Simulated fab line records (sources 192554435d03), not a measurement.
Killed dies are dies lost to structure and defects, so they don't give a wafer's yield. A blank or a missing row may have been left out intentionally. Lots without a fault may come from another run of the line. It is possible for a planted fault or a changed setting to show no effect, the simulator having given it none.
Shared-tool check / flow n5-finfet / 11 lots, 33 wafers sampled

## REASON IT WAS OPENED
N5_SDB_OVL_MEAS_12, reading SDB_OVL: flagged on 2 of 11 lots. No-fault wafers: 0.1 nm, standard deviation 0.87.
Rule: a lot is flagged in two cases, either no wafer of it has a number, or all its wafers with numbers fall more than 4 standard deviations from that mean. As for the other lots, they are considered sound.

lot=L803; measured=day 4 09:04; on=overlay-01; SDB_OVL (nm), wafer by wafer=1.3 1.3 0.6; flag=
lot=L804; measured=day 4 15:18; on=overlay-02; SDB_OVL (nm), wafer by wafer=1.2 1.0 0.5; flag=
lot=L805; measured=day 5 01:07; on=overlay-01; SDB_OVL (nm), wafer by wafer=-0.8 -0.1 -0.7; flag=
lot=L806; measured=day 5 05:17; on=overlay-02; SDB_OVL (nm), wafer by wafer=0.8 0.0 0.5; flag=
lot=L810; measured=day 6 04:04; on=overlay-01; SDB_OVL (nm), wafer by wafer=1.0 0.5 -0.3; flag=
lot=L812; measured=day 6 12:57; on=overlay-01; SDB_OVL (nm), wafer by wafer=-1.5 -0.6 -1.6; flag=
lot=L816; measured=day 7 10:53; on=overlay-02; SDB_OVL (nm), wafer by wafer=13.8 13.7 12.6; flag=FLAGGED
lot=L819; measured=day 8 10:11; on=overlay-02; SDB_OVL (nm), wafer by wafer=15.1 14.5 14.6; flag=FLAGGED
lot=L822; measured=day 9 00:37; on=overlay-02; SDB_OVL (nm), wafer by wafer=-0.9 0.4 -0.3; flag=
lot=L823; measured=day 9 10:55; on=overlay-01; SDB_OVL (nm), wafer by wafer=-0.3 0.5 0.4; flag=
lot=L824; measured=day 9 14:29; on=overlay-02; SDB_OVL (nm), wafer by wafer=-1.5 -0.5 -0.1; flag=
The numbers of the flagged lots are 14.1 nm on average: +14.0 nm against the usual, or +16 standard deviations.

## LOT BY LOT: THE TOOL USED
2 process steps preceding the reading are held in the record, out of 1938 steps in the route. Cell contents, in order: the tool; ch with the chambers the sampled wafers went through; the start.
lot=L803; flag=; N5_ILD0_CMP_12=cmp-03 ch 0,1,3, day 4 08:21; N5_SDB_EXPOSE_08=arfi-scanner-02 ch 0, day 4 08:54
lot=L804; flag=; N5_ILD0_CMP_12=cmp-03 ch 0,1,3, day 4 14:32; N5_SDB_EXPOSE_08=arfi-scanner-03 ch 0, day 4 15:09
lot=L805; flag=; N5_ILD0_CMP_12=cmp-02 ch 1,2,3, day 5 00:19; N5_SDB_EXPOSE_08=arfi-scanner-01 ch 0, day 5 00:58
lot=L806; flag=; N5_ILD0_CMP_12=cmp-01 ch 0,2, day 5 04:25; N5_SDB_EXPOSE_08=arfi-scanner-03 ch 0, day 5 05:08
lot=L810; flag=; N5_ILD0_CMP_12=cmp-01 ch 1,2, day 6 03:20; N5_SDB_EXPOSE_08=arfi-scanner-01 ch 0, day 6 03:55
lot=L812; flag=; N5_ILD0_CMP_12=cmp-02 ch 1,3, day 6 12:09; N5_SDB_EXPOSE_08=arfi-scanner-01 ch 0, day 6 12:48
lot=L816; flag=FLAGGED; N5_ILD0_CMP_12=cmp-02 ch 1,2,3, day 7 10:10; N5_SDB_EXPOSE_08=arfi-scanner-03 ch 0, day 7 10:44
lot=L819; flag=FLAGGED; N5_ILD0_CMP_12=cmp-01 ch 0,1, day 8 09:22; N5_SDB_EXPOSE_08=arfi-scanner-03 ch 0, day 8 10:03
lot=L822; flag=; N5_ILD0_CMP_12=cmp-01 ch 0,3, day 8 23:49; N5_SDB_EXPOSE_08=arfi-scanner-01 ch 0, day 9 00:28
lot=L823; flag=; N5_ILD0_CMP_12=cmp-01 ch 1,2, day 9 10:07; N5_SDB_EXPOSE_08=arfi-scanner-02 ch 0, day 9 10:47
lot=L824; flag=; N5_ILD0_CMP_12=cmp-01 ch 1,2, day 9 13:38; N5_SDB_EXPOSE_08=arfi-scanner-01 ch 0, day 9 14:20
What the steps here do:
- N5_ILD0_CMP_12: polishes SiNx, stops on poly-Si, t overpolish 6 s, target thk 17.67 nm.
- N5_SDB_EXPOSE_08: exposes mask SDB.
- N5_SDB_OVL_MEAS_12

## FLAGGED OVER TOTAL, TOOL BY TOOL (the gauges that took the reading come last)
step=N5_ILD0_CMP_12; tool=cmp-01; lots run=6; flagged=1; share of the flagged lots=some; sound lots run after its first flagged lot=3 (L822,L823,L824)
step=N5_ILD0_CMP_12; tool=cmp-02; lots run=3; flagged=1; share of the flagged lots=some; sound lots run after its first flagged lot=0
step=N5_ILD0_CMP_12; tool=cmp-03; lots run=2; flagged=0; share of the flagged lots=none; sound lots run after its first flagged lot=-
step=N5_SDB_EXPOSE_08; tool=arfi-scanner-01; lots run=5; flagged=0; share of the flagged lots=none; sound lots run after its first flagged lot=-
step=N5_SDB_EXPOSE_08; tool=arfi-scanner-02; lots run=2; flagged=0; share of the flagged lots=none; sound lots run after its first flagged lot=-
step=N5_SDB_EXPOSE_08; tool=arfi-scanner-03; lots run=4; flagged=2; share of the flagged lots=all; sound lots run after its first flagged lot=0
step=N5_SDB_OVL_MEAS_12; tool=overlay-01; lots run=5; flagged=0; share of the flagged lots=none; sound lots run after its first flagged lot=-
step=N5_SDB_OVL_MEAS_12; tool=overlay-02; lots run=6; flagged=2; share of the flagged lots=all; sound lots run after its first flagged lot=2 (L822,L824)

## WHAT THE TABLE ALLOWS
Rows of the table that ran all the flagged lots, 2 in number: arfi-scanner-03 at N5_SDB_EXPOSE_08; overlay-02 at N5_SDB_OVL_MEAS_12.
- arfi-scanner-03 at N5_SDB_EXPOSE_08: 2 of its 4 lots flagged. Last sound lot L806 at day 5 05:08, first flagged lot L816 at day 7 10:44; a fault beginning in between fits.
- overlay-02 at N5_SDB_OVL_MEAS_12: 2 of its 6 lots flagged. Sound lots followed the first flagged one (L822, L824) on it, something a lasting fault affecting the whole tool could not allow.
arfi-scanner-03 at N5_SDB_EXPOSE_08 is the single tool remaining.

## WHAT WAS PUT IN BY THE SIMULATOR
Scanner matching overlay: arfi-scanner-03, from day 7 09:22 on, at N5_SDB_EXPOSE_08. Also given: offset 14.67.
Shown lots that were struck: L816, L819. The rule given above showed the same thing.
